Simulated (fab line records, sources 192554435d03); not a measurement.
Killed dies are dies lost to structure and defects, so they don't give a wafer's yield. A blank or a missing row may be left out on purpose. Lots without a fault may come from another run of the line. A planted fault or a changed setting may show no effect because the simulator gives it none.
One fault seen from 2 desks | flow n5_finfet | each desk has only its own numbers; what lay behind them comes last

THE TOOL OWNER'S DESK: rie_diel-04
The tool's own readings at N5_BEOL_M1_ETCH_64 (etches SOC in N2/H2, target depth 75 nm, overetch 15 nm, time 112.5 s): means of the sampled wafers that have a number, for each lot that ran on this tool. A lot is out of limits, marked OUT, if its mean lies more than 4 standard deviations from the usual mean; the brackets give that distance.
Columns: A = bias_w at N5_BEOL_M1_ETCH_64, usual 150.0 W; B = drypump_motor_current_A at N5_BEOL_M1_ETCH_64, usual 5.5 A; C = oes_product_au at N5_BEOL_M1_ETCH_64, usual 0.63 a.u.; D = rf_vpp_V at N5_BEOL_M1_ETCH_64, usual 523.0 V; E = showerhead_plenum_p_Torr at N5_BEOL_M1_ETCH_64, usual 2.52 Torr; F = throttle_valve_pct at N5_BEOL_M1_ETCH_64, usual 17.91 %
lot  | first seen here | A               | B   | C    | D                | E    | F
L128 | day 6 15:13     | 150.0           | 5.4 | 0.64 | 523.7            | 2.52 | 17.98
L132 | day 7 14:23     | 150.2           | 5.6 | 0.67 | 521.6            | 2.47 | 17.80
L134 | day 8 06:40     | 149.5           | 5.5 | 0.66 | 523.5            | 2.53 | 17.98
L136 | day 9 13:19     | 150.3           | 5.5 | 0.65 | 523.9            | 2.52 | 17.99
L137 | day 9 15:52     | 143.6 (-15) OUT | 5.7 | 0.61 | 507.2 (-6.6) OUT | 2.48 | 17.94
This desk's finding: out of limits on L137; first on L137, day 9 15:52 (bias_w at N5_BEOL_M1_ETCH_64). In limits: L128, L132, L134, L136.

THE METROLOGY DESK
What the gauges read, lot by lot, whatever tool the lot ran on: means of the sampled wafers that have a number. A lot is out of limits, marked OUT, if its mean lies more than 4 standard deviations from the usual mean; the brackets give that distance. Of its 11 readings 7 are shown: those that lie furthest out on some lot.
Columns: A = DIBL_N at N5_BEOL_M4_RC_MEAS_101, usual 35.9 mV/V; B = IOFF_N at N5_BEOL_M4_RC_MEAS_101, usual 0.15 nA/um; C = IOFF_P at N5_BEOL_M4_RC_MEAS_101, usual 0.21 nA/um; D = ION_N at N5_BEOL_M4_RC_MEAS_101, usual 674 uA/um; E = SS_N at N5_BEOL_M4_RC_MEAS_101, usual 71.3 mV/dec; F = VT_N at N5_BEOL_M4_RC_MEAS_101, usual 250 mV; G = VT_P at N5_BEOL_M4_RC_MEAS_101, usual -251 mV
lot  | first seen here | A    | B    | C    | D   | E    | F   | G
L126 | day 5 21:25     | 34.9 | 0.13 | 0.20 | 675 | 71.4 | 251 | -251
L128 | day 6 12:11     | 34.2 | 0.13 | 0.20 | 667 | 71.3 | 252 | -250
L129 | day 6 13:22     | 38.4 | 0.20 | 0.24 | 680 | 71.2 | 246 | -246
L132 | day 7 11:58     | 37.6 | 0.18 | 0.23 | 684 | 71.8 | 247 | -249
L134 | day 8 04:04     | 35.6 | 0.15 | 0.21 | 678 | 71.3 | 251 | -251
L136 | day 9 11:55     | 34.1 | 0.11 | 0.15 | 657 | 70.4 | 253 | -256
L137 | day 9 13:27     | 36.8 | 0.15 | 0.21 | 675 | 71.5 | 251 | -251
L145 | day 10 17:34    | 34.1 | 0.14 | 0.19 | 665 | 70.5 | 251 | -249
L146 | day 11 00:37    | 36.4 | 0.16 | 0.23 | 678 | 71.3 | 249 | -247
L149 | day 11 22:28    | 34.6 | 0.12 | 0.16 | 667 | 70.8 | 255 | -254
This desk's finding: nothing out of limits on any of the 10 lots.

PUT TOGETHER
The tool owner's desk could have raised an alarm at day 9 15:52, on L137.
The metrology desk saw nothing out of limits.
The metrology desk has L137 on record, within its limits.
Of the lots named, all ran N5_BEOL_M1_ETCH_64 on rie_diel-04.

WHAT THE SIMULATOR HAD PUT IN
Process parameter drift: rie_diel-04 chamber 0, from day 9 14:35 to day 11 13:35, at N5_BEOL_M1_ETCH_64. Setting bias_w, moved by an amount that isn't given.
Lots struck among those shown: L137.
Hours from the fault's start to each desk's first reading out of limits: the tool owner's desk, 1.
